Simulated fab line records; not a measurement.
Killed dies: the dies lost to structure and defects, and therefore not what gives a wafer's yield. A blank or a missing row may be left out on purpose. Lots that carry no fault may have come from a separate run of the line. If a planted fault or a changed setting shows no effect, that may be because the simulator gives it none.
Which tool did it? || flow n5-finfet || 10 lots, 28 wafers sampled, at 6 steps of a route of 1938

## WHAT THE GAUGES SHOWED, per wafer
N5_ZERO_LAYER_CD_MEAS_11: the cd target is 2000 nm. Usual: 1998.6 nm for cd-nm, sd 2.8.
{"lot": "L390", "measured": "day 1 12:46", "on": "cd-sem-03", "cd-nm (nm)": "1997.7 2001.2 1996.7", "flag": ""}
{"lot": "L395", "measured": "day 2 18:47", "on": "cd-sem-03", "cd-nm (nm)": "2001.4 2001.0 1998.9", "flag": ""}
{"lot": "L397", "measured": "day 3 06:46", "on": "cd-sem-03", "cd-nm (nm)": "1995.8 1996.9 1995.7", "flag": ""}
{"lot": "L398", "measured": "day 3 12:39", "on": "cd-sem-02", "cd-nm (nm)": "2000.1 1995.0 1994.0", "flag": ""}
{"lot": "L399", "measured": "day 3 18:46", "on": "cd-sem-01", "cd-nm (nm)": "1998.3 1999.9 1995.4", "flag": ""}
{"lot": "L402", "measured": "day 4 12:38", "on": "cd-sem-02", "cd-nm (nm)": "1996.2 1997.7 1997.4", "flag": ""}
{"lot": "L407", "measured": "day 5 18:46", "on": "cd-sem-02", "cd-nm (nm)": "2011.6 2001.1", "flag": ""}
{"lot": "L408", "measured": "day 6 00:40", "on": "cd-sem-01", "cd-nm (nm)": "2013.1 1998.8", "flag": ""}
{"lot": "L410", "measured": "day 6 12:38", "on": "cd-sem-01", "cd-nm (nm)": "1995.0 1994.9 1996.9", "flag": ""}
{"lot": "L413", "measured": "day 7 06:40", "on": "cd-sem-01", "cd-nm (nm)": "1996.3 1998.5 1999.1", "flag": ""}

N5_WELL_APT_OVL_MEAS_26. Usual: PWELL_OVL 1 nm, standard deviation 6.2.
{"lot": "L390", "measured": "day 1 15:05", "on": "overlay-01", "PWELL_OVL (nm)": "-8 -7 -4", "flag": ""}
{"lot": "L395", "measured": "day 2 21:27", "on": "overlay-01", "PWELL_OVL (nm)": "4 6 3", "flag": ""}
{"lot": "L397", "measured": "day 3 09:26", "on": "overlay-02", "PWELL_OVL (nm)": "4 11 6", "flag": ""}
{"lot": "L398", "measured": "day 3 14:47", "on": "overlay-01", "PWELL_OVL (nm)": "3 2 6", "flag": ""}
{"lot": "L399", "measured": "day 3 20:50", "on": "overlay-01", "PWELL_OVL (nm)": "9 13 15", "flag": ""}
{"lot": "L402", "measured": "day 4 14:58", "on": "overlay-02", "PWELL_OVL (nm)": "0 5 4", "flag": ""}
{"lot": "L407", "measured": "day 5 21:23", "on": "overlay-02", "PWELL_OVL (nm)": "-3 4", "flag": ""}
{"lot": "L408", "measured": "day 6 02:52", "on": "overlay-01", "PWELL_OVL (nm)": "7 3", "flag": ""}
{"lot": "L410", "measured": "day 6 14:52", "on": "overlay-02", "PWELL_OVL (nm)": "-11 8 2", "flag": ""}
{"lot": "L413", "measured": "day 7 09:04", "on": "overlay-02", "PWELL_OVL (nm)": "-1 0 3", "flag": ""}

N5_BEOL_M4_RC_MEAS_101. Usual: DIBL_N 36.0 mV/V, standard deviation 1.9; DIBL_P 35.6 mV/V, standard deviation 2.2; IOFF_N 0.15 nA/um, standard deviation 0.031; IOFF_P 0.19 nA/um, standard deviation 0.032; ION_N 668 uA/um, standard deviation 11; ION_P 455 uA/um, standard deviation 7.2; SS_N 71.5 mV/dec, standard deviation 0.65; SS_P 73.4 mV/dec, standard deviation 0.64; VT_N 251 mV, standard deviation 3.6; VT_P -253 mV, standard deviation 3.3.
{"lot": "L390", "measured": "day 8 22:11", "on": "prober-01", "DIBL_N (mV/V)": "36.4 35.7 37.5", "DIBL_P (mV/V)": "35.6 34.2 36.3", "IOFF_N (nA/um)": "0.15 0.14 0.17", "IOFF_P (nA/um)": "0.21 0.19 0.22", "ION_N (uA/um)": "671 664 675", "ION_P (uA/um)": "461 460 457", "SS_N (mV/dec)": "70.7 70.1 71.0", "SS_P (mV/dec)": "73.6 73.3 73.7", "VT_N (mV)": "249 251 250", "VT_P (mV)": "-249 -251 -250", "flag": ""}
{"lot": "L395", "measured": "day 11 01:40", "on": "prober-02", "DIBL_N (mV/V)": "33.2 38.8 34.7", "DIBL_P (mV/V)": "32.0 39.7 34.8", "IOFF_N (nA/um)": "0.11 0.21 0.13", "IOFF_P (nA/um)": "0.14 0.25 0.18", "ION_N (uA/um)": "649 672 658", "ION_P (uA/um)": "441 453 454", "SS_N (mV/dec)": "72.3 73.0 71.3", "SS_P (mV/dec)": "71.9 73.9 73.4", "VT_N (mV)": "260 246 255", "VT_P (mV)": "-256 -249 -252", "flag": ""}
{"lot": "L397", "measured": "day 11 06:08", "on": "prober-01", "DIBL_N (mV/V)": "35.6 35.2 37.1", "DIBL_P (mV/V)": "33.8 34.4 36.4", "IOFF_N (nA/um)": "0.12 0.12 0.16", "IOFF_P (nA/um)": "0.16 0.16 0.20", "ION_N (uA/um)": "663 653 662", "ION_P (uA/um)": "451 453 452", "SS_N (mV/dec)": "71.1 70.9 71.8", "SS_P (mV/dec)": "72.4 73.9 73.0", "VT_N (mV)": "253 254 251", "VT_P (mV)": "-256 -254 -253", "flag": ""}
{"lot": "L398", "measured": "day 11 08:01", "on": "prober-02", "DIBL_N (mV/V)": "34.0 34.2 32.9", "DIBL_P (mV/V)": "33.2 32.6 32.8", "IOFF_N (nA/um)": "0.12 0.12 0.11", "IOFF_P (nA/um)": "0.19 0.17 0.17", "ION_N (uA/um)": "650 660 665", "ION_P (uA/um)": "452 453 458", "SS_N (mV/dec)": "71.2 71.1 71.4", "SS_P (mV/dec)": "72.7 72.7 72.7", "VT_N (mV)": "255 257 254", "VT_P (mV)": "-251 -255 -254", "flag": ""}
{"lot": "L399", "measured": "day 12 13:13", "on": "prober-02", "DIBL_N (mV/V)": "33.7 35.4 32.5", "DIBL_P (mV/V)": "33.8 35.8 33.3", "IOFF_N (nA/um)": "0.13 0.15 0.12", "IOFF_P (nA/um)": "0.17 0.20 0.17", "ION_N (uA/um)": "657 668 651", "ION_P (uA/um)": "458 461 450", "SS_N (mV/dec)": "71.4 71.9 71.5", "SS_P (mV/dec)": "72.4 73.1 72.8", "VT_N (mV)": "254 248 256", "VT_P (mV)": "-252 -252 -252", "flag": ""}
{"lot": "L402", "measured": "day 13 07:22", "on": "prober-01", "DIBL_N (mV/V)": "38.7 37.5 37.1", "DIBL_P (mV/V)": "37.3 35.6 35.4", "IOFF_N (nA/um)": "0.17 0.15 0.15", "IOFF_P (nA/um)": "0.22 0.19 0.18", "ION_N (uA/um)": "674 672 659", "ION_P (uA/um)": "461 454 446", "SS_N (mV/dec)": "71.9 72.2 71.0", "SS_P (mV/dec)": "74.7 73.6 73.3", "VT_N (mV)": "250 251 256", "VT_P (mV)": "-250 -251 -255", "flag": ""}
{"lot": "L407", "measured": "day 14 10:49", "on": "prober-01", "DIBL_N (mV/V)": "38.0 38.8", "DIBL_P (mV/V)": "36.6 37.1", "IOFF_N (nA/um)": "0.17 0.18", "IOFF_P (nA/um)": "0.21 0.21", "ION_N (uA/um)": "677 683", "ION_P (uA/um)": "463 461", "SS_N (mV/dec)": "70.9 72.0", "SS_P (mV/dec)": "74.0 73.4", "VT_N (mV)": "249 248", "VT_P (mV)": "-251 -250", "flag": ""}
{"lot": "L408", "measured": "day 14 01:58", "on": "prober-02", "DIBL_N (mV/V)": "39.8 36.7", "DIBL_P (mV/V)": "39.7 35.5", "IOFF_N (nA/um)": "0.22 0.15", "IOFF_P (nA/um)": "0.24 0.18", "ION_N (uA/um)": "700 682", "ION_P (uA/um)": "467 458", "SS_N (mV/dec)": "71.8 71.2", "SS_P (mV/dec)": "74.1 73.5", "VT_N (mV)": "248 252", "VT_P (mV)": "-250 -255", "flag": ""}
{"lot": "L410", "measured": "day 14 10:26", "on": "prober-02", "DIBL_N (mV/V)": "35.0 35.7 36.2", "DIBL_P (mV/V)": "34.7 34.8 35.4", "IOFF_N (nA/um)": "0.14 0.15 0.14", "IOFF_P (nA/um)": "0.19 0.18 0.19", "ION_N (uA/um)": "672 666 658", "ION_P (uA/um)": "460 452 449", "SS_N (mV/dec)": "71.3 72.6 71.9", "SS_P (mV/dec)": "73.9 74.2 73.3", "VT_N (mV)": "254 251 256", "VT_P (mV)": "-254 -253 -252", "flag": ""}
{"lot": "L413", "measured": "day 16 01:31", "on": "prober-01", "DIBL_N (mV/V)": "34.9 34.3 37.0", "DIBL_P (mV/V)": "33.6 33.6 36.7", "IOFF_N (nA/um)": "0.13 0.12 0.16", "IOFF_P (nA/um)": "0.17 0.18 0.24", "ION_N (uA/um)": "671 653 684", "ION_P (uA/um)": "460 451 469", "SS_N (mV/dec)": "71.2 70.9 71.4", "SS_P (mV/dec)": "73.1 73.2 74.6", "VT_N (mV)": "250 254 248", "VT_P (mV)": "-252 -253 -246", "flag": ""}

## WHICH TOOL RAN EACH LOT (tool, then ch and the chambers of the sampled wafers, then the start)
{"lot": "L390", "N5_ZERO_LAYER_EXPOSE_08": "krf-scanner-02 ch 0, day 1 12:36", "N5_ZERO_LAYER_ETCH_17": "rie-diel-05 ch 1,3, day 1 12:50", "N5_WELL_APT_RTA_34": "rtp-anneal-01 ch 0, day 1 16:07"}
{"lot": "L395", "N5_ZERO_LAYER_EXPOSE_08": "krf-scanner-01 ch 0, day 2 18:37", "N5_ZERO_LAYER_ETCH_17": "rie-diel-03 ch 0,1,3, day 2 18:52", "N5_WELL_APT_RTA_34": "rtp-anneal-01 ch 0, day 2 22:16"}
{"lot": "L397", "N5_ZERO_LAYER_EXPOSE_08": "krf-scanner-02 ch 0, day 3 06:36", "N5_ZERO_LAYER_ETCH_17": "rie-diel-02 ch 0,2,3, day 3 06:50", "N5_WELL_APT_RTA_34": "rtp-anneal-01 ch 0, day 3 10:31"}
{"lot": "L398", "N5_ZERO_LAYER_EXPOSE_08": "krf-scanner-02 ch 0, day 3 12:29", "N5_ZERO_LAYER_ETCH_17": "rie-diel-05 ch 2,3, day 3 12:47", "N5_WELL_APT_RTA_34": "rtp-anneal-02 ch 0, day 3 15:48"}
{"lot": "L399", "N5_ZERO_LAYER_EXPOSE_08": "krf-scanner-01 ch 0, day 3 18:35", "N5_ZERO_LAYER_ETCH_17": "rie-diel-03 ch 1,3, day 3 18:50", "N5_WELL_APT_RTA_34": "rtp-anneal-01 ch 0, day 3 21:40"}
{"lot": "L402", "N5_ZERO_LAYER_EXPOSE_08": "krf-scanner-02 ch 0, day 4 12:28", "N5_ZERO_LAYER_ETCH_17": "rie-diel-05 ch 0,2,3, day 4 12:43", "N5_WELL_APT_RTA_34": "rtp-anneal-01 ch 0, day 4 15:53"}
{"lot": "L407", "N5_ZERO_LAYER_EXPOSE_08": "krf-scanner-01 ch 0, day 5 18:36", "N5_ZERO_LAYER_ETCH_17": "rie-diel-02 ch 0,3, day 5 18:50", "N5_WELL_APT_RTA_34": "rtp-anneal-01 ch 0, day 5 22:46"}
{"lot": "L408", "N5_ZERO_LAYER_EXPOSE_08": "krf-scanner-01 ch 0, day 6 00:29", "N5_ZERO_LAYER_ETCH_17": "rie-diel-03 ch 3, day 6 00:44", "N5_WELL_APT_RTA_34": "rtp-anneal-01 ch 0, day 6 03:43"}
{"lot": "L410", "N5_ZERO_LAYER_EXPOSE_08": "krf-scanner-02 ch 0, day 6 12:28", "N5_ZERO_LAYER_ETCH_17": "rie-diel-03 ch 1,3, day 6 12:43", "N5_WELL_APT_RTA_34": "rtp-anneal-02 ch 0, day 6 15:42"}
{"lot": "L413", "N5_ZERO_LAYER_EXPOSE_08": "krf-scanner-02 ch 0, day 7 06:29", "N5_ZERO_LAYER_ETCH_17": "rie-diel-05 ch 0,1,3, day 7 06:44", "N5_WELL_APT_RTA_34": "rtp-anneal-02 ch 0, day 7 09:58"}
- N5_ZERO_LAYER_EXPOSE_08: exposes mask ZERO, defocus 0 nm, target cd 2000 nm.
- N5_ZERO_LAYER_ETCH_17: etches SiO2 in CF4, target depth 12 nm, time 13.3 s.
- N5_WELL_APT_RTA_34: time 10 s.

## AS READ BY THE TOOLS THEMSELVES (means over the sampled wafers that have a number; for cases with no such wafer, the mark the record gives instead)
N5_ZERO_LAYER_ETCH_17. Usual: bias-w 215.1 W, standard deviation 0.6; drypump-motor-current-A 5.5 A, standard deviation 0.47; oes-product-au 0.75 a.u., standard deviation 0.076; rf-vpp-V 950 V, standard deviation 4.7; showerhead-plenum-p-Torr 2.16 Torr, standard deviation 0.068; throttle-valve-pct 15.59 %, standard deviation 0.17.
{"lot": "L390", "tool": "rie-diel-05", "bias-w (W)": 214.4, "drypump-motor-current-A (A)": 5.1, "oes-product-au (a.u.)": 0.82, "rf-vpp-V (V)": 954, "showerhead-plenum-p-Torr (Torr)": 2.23, "throttle-valve-pct (%)": 15.49, "flag": ""}
{"lot": "L395", "tool": "rie-diel-03", "bias-w (W)": 214.6, "drypump-motor-current-A (A)": 5.5, "oes-product-au (a.u.)": 0.78, "rf-vpp-V (V)": 951, "showerhead-plenum-p-Torr (Torr)": 2.18, "throttle-valve-pct (%)": 15.51, "flag": ""}
{"lot": "L397", "tool": "rie-diel-02", "bias-w (W)": 215.0, "drypump-motor-current-A (A)": 5.5, "oes-product-au (a.u.)": 0.75, "rf-vpp-V (V)": 950, "showerhead-plenum-p-Torr (Torr)": 2.17, "throttle-valve-pct (%)": 15.51, "flag": ""}
{"lot": "L398", "tool": "rie-diel-05", "bias-w (W)": 214.9, "drypump-motor-current-A (A)": 5.4, "oes-product-au (a.u.)": 0.69, "rf-vpp-V (V)": 946, "showerhead-plenum-p-Torr (Torr)": 2.10, "throttle-valve-pct (%)": 15.70, "flag": ""}
{"lot": "L399", "tool": "rie-diel-03", "bias-w (W)": 214.6, "drypump-motor-current-A (A)": 5.9, "oes-product-au (a.u.)": 0.76, "rf-vpp-V (V)": 948, "showerhead-plenum-p-Torr (Torr)": 2.14, "throttle-valve-pct (%)": 15.51, "flag": ""}
{"lot": "L402", "tool": "rie-diel-05", "bias-w (W)": 215.9, "drypump-motor-current-A (A)": 5.3, "oes-product-au (a.u.)": 0.71, "rf-vpp-V (V)": 946, "showerhead-plenum-p-Torr (Torr)": 2.12, "throttle-valve-pct (%)": 15.76, "flag": ""}
{"lot": "L407", "tool": "rie-diel-02", "bias-w (W)": 215.7, "drypump-motor-current-A (A)": 5.5, "oes-product-au (a.u.)": 0.72, "rf-vpp-V (V)": 948, "showerhead-plenum-p-Torr (Torr)": 2.14, "throttle-valve-pct (%)": 15.62, "flag": ""}
{"lot": "L408", "tool": "rie-diel-03", "bias-w (W)": 215.4, "drypump-motor-current-A (A)": 5.2, "oes-product-au (a.u.)": 0.86, "rf-vpp-V (V)": 952, "showerhead-plenum-p-Torr (Torr)": 2.19, "throttle-valve-pct (%)": 15.39, "flag": ""}
{"lot": "L410", "tool": "rie-diel-03", "bias-w (W)": 215.4, "drypump-motor-current-A (A)": 5.9, "oes-product-au (a.u.)": 0.74, "rf-vpp-V (V)": 948, "showerhead-plenum-p-Torr (Torr)": 2.14, "throttle-valve-pct (%)": 15.53, "flag": ""}
{"lot": "L413", "tool": "rie-diel-05", "bias-w (W)": 215.1, "drypump-motor-current-A (A)": 5.3, "oes-product-au (a.u.)": 0.76, "rf-vpp-V (V)": 952, "showerhead-plenum-p-Torr (Torr)": 2.19, "throttle-valve-pct (%)": 15.65, "flag": ""}

N5_WELL_APT_RTA_34. Usual: lamp-power-pct 13.00 %, standard deviation 0.055; wafer_temp_C_max 1003.5, standard deviation 1.1.
{"lot": "L390", "tool": "rtp-anneal-01", "lamp-power-pct (%)": 12.99, "wafer_temp_C_max": 1002.2, "flag": ""}
{"lot": "L395", "tool": "rtp-anneal-01", "lamp-power-pct (%)": 13.00, "wafer_temp_C_max": 1003.6, "flag": ""}
{"lot": "L397", "tool": "rtp-anneal-01", "lamp-power-pct (%)": 13.02, "wafer_temp_C_max": 1003.0, "flag": ""}
{"lot": "L398", "tool": "rtp-anneal-02", "lamp-power-pct (%)": 13.01, "wafer_temp_C_max": 1004.0, "flag": ""}
{"lot": "L399", "tool": "rtp-anneal-01", "lamp-power-pct (%)": 12.97, "wafer_temp_C_max": 1003.7, "flag": ""}
{"lot": "L402", "tool": "rtp-anneal-01", "lamp-power-pct (%)": 13.02, "wafer_temp_C_max": 1003.3, "flag": ""}
{"lot": "L407", "tool": "rtp-anneal-01", "lamp-power-pct (%)": 13.03, "wafer_temp_C_max": 1003.4, "flag": ""}
{"lot": "L408", "tool": "rtp-anneal-01", "lamp-power-pct (%)": 13.00, "wafer_temp_C_max": 1003.7, "flag": ""}
{"lot": "L410", "tool": "rtp-anneal-02", "lamp-power-pct (%)": 12.93, "wafer_temp_C_max": 1003.0, "flag": ""}
{"lot": "L413", "tool": "rtp-anneal-02", "lamp-power-pct (%)": 12.99, "wafer_temp_C_max": 1003.9, "flag": ""}

## THE ANSWER, worked out from the rows above alone
Rule: a lot counts as off when the mean over its wafers that have a number is more than 3 standard deviations away from the usual mean. Also off: a lot with no number at a reading for which 4 or more lots have one. Any other lot the step has rows for is counted as sound. After the gauges, taken in route order, come the tools' own readings; for these a lot's mean is taken, as printed above. At the first step where some lot is off, the reading lying furthest off is the one used; lots without a number count as furthest.
Across all readings shown, no lot is off: no conclusion can be drawn from this.

## WHAT WAS PUT IN BY THE SIMULATOR
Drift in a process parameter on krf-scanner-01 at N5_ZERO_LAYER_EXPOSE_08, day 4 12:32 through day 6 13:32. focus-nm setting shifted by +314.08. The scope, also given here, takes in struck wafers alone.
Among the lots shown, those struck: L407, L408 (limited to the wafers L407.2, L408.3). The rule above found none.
